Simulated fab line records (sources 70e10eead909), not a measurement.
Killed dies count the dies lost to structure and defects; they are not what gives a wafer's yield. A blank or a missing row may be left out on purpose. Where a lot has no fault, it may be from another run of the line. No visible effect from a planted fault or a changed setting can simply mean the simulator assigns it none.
Matching of chambers -- flow nand-harc -- 4 sister chambers for NHARC_P_CONTACT_ETCH_36 on rie-diel-13
The step etches the open film in N2/H2, target depth 260 nm, time 406.25 s. 8 wafers are shown with their chamber, then 7 later ones without.

## WAFERS WITH THEIR CHAMBER
wafer,chamber,rf-vpp-V (V),throttle-valve-pct (%)
L535.1,2,429.4,14.178
L538.4,1,432.0,14.179
L538.6,3,427.9,14.175
L541.1,2,432.1,14.166
L541.2,0,430.2,14.181
L541.6,0,430.9,14.162
L549.2,3,426.1,14.156
L549.4,1,433.4,14.169

## WAFERS MISSING THEIR CHAMBER
wafer,rf-vpp-V (V),throttle-valve-pct (%)
L549.5,426.8,14.162
L550.1,429.8,14.162
L550.2,426.8,14.168
L550.3,433.7,14.163
L551.1,428.8,14.168
L551.4,433.9,14.187
L551.6,430.4,14.176

## THE CHAMBER EACH PASSED THROUGH
wafer,from the rows above,in truth
L549.5,3,3
L550.1,can't be placed: 0 or 2 or 3 or 1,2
L550.2,3,3
L550.3,can't be placed: 1 or 2 or 0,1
L551.1,can't be placed: 0 or 3 or 2 or 1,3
L551.4,can't be placed: 1 or 2 or 0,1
L551.6,can't be placed: 0 or 2 or 1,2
Correctly placed: 2 of 7. Not placeable from these rows: 5 (in 5, the candidates include the true chamber). Number placed wrongly: 0.
How it was worked out, from the rows above alone: a wafer's distance from a chamber is the root of the sum, over the readings, of the square of ((its reading less the chamber's mean) divided by the reading's scatter). If the next closest chamber is less than 2 further off than the closest, the wafer can't be placed; otherwise it belongs to the closest. A chamber's mean is the mean of its shown wafers. How the scatter is found: for the shown wafers, subtract from each reading the mean of its chamber, square and add these, divide the total by (wafers less chambers), then take the root.
